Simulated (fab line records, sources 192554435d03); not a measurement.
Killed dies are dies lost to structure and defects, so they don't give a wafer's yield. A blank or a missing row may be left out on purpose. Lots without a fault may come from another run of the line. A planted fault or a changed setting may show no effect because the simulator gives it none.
Chamber matching | flow n5_finfet | N5_SDB_STRIP_21 on rie_diel-01: 4 sister chambers
The step strips in CF4. 16 wafers are shown with their chamber, then 8 later ones without.

WAFERS WITH THEIR CHAMBER
wafer  | chamber | drypump_motor_current_A (A) | showerhead_plenum_p_Torr (Torr) | throttle_valve_pct (%)
L077.3 | 1       | 5.7                         | 1.75                            | 14.00
L077.5 | 2       | 5.3                         | 1.86                            | 13.51
L077.6 | 1       | 5.7                         | 1.75                            | 13.99
L078.2 | 1       | 5.7                         | 1.75                            | 14.00
L078.3 | 0       | 6.3                         | 1.84                            | 13.66
L078.4 | 2       | 5.3                         | 1.86                            | 13.53
L085.2 | 3       | 6.0                         | 1.82                            | 13.67
L085.4 | 1       | 5.7                         | 1.75                            | 14.03
L085.5 | 1       | 5.7                         | 1.75                            | 14.02
L087.3 | 1       | 5.7                         | 1.75                            | 14.06
L087.5 | 2       | 5.3                         | 1.85                            | 13.57
L087.6 | 1       | 5.7                         | 1.75                            | 14.05
L090.1 | 3       | 6.0                         | 1.82                            | 13.69
L090.3 | 1       | 5.7                         | 1.75                            | 14.06
L090.5 | 1       | 5.8                         | 1.75                            | 14.07
L094.3 | 0       | 6.3                         | 1.83                            | 13.72

SIGNATURES (means of the wafers above)
reading                  | chamber 0 | chamber 1 | chamber 2 | chamber 3 | scatter within a chamber
drypump_motor_current_A  | 6.300     | 5.711     | 5.300     | 6.000     | 0.0272
showerhead_plenum_p_Torr | 1.8350    | 1.7500    | 1.8567    | 1.8200    | 0.00312
throttle_valve_pct       | 13.6900   | 14.0311   | 13.5367   | 13.6800   | 0.0305
Rule: a wafer's distance from a chamber is the root of the sum, over the readings, of the square of ((its reading less the chamber's mean) divided by the reading's scatter). The wafer belongs to the nearest chamber; if the next one is less than 2 further off, it can't be placed. The scatter: the root of (the sum of the squares of (reading less its chamber's mean) over the shown wafers, divided by (wafers less chambers)).

WAFERS WITHOUT THEIR CHAMBER
wafer  | drypump_motor_current_A (A) | showerhead_plenum_p_Torr (Torr) | throttle_valve_pct (%)
L094.4 | 5.8                         | 1.74                            | 14.09
L094.6 | 5.8                         | 1.74                            | 14.06
L095.2 | 6.3                         | 1.82                            | 13.73
L095.5 | 6.0                         | 1.81                            | 13.69
L095.6 | 5.3                         | 1.85                            | 13.60
L097.2 | 5.7                         | 1.74                            | 14.10
L097.4 | 5.3                         | 1.85                            | 13.62
L097.6 | 5.8                         | 1.74                            | 14.10

WHICH CHAMBER EACH WENT THROUGH
wafer  | from the rows above | in truth
L094.4 | 1                   | 1
L094.6 | 1                   | 1
L095.2 | 0                   | 0
L095.5 | 3                   | 3
L095.6 | 2                   | 2
L097.2 | 1                   | 1
L097.4 | 2                   | 2
L097.6 | 1                   | 1
Placed correctly: 8 of 8. Can't be placed from these rows: 0. Placed wrongly: 0.
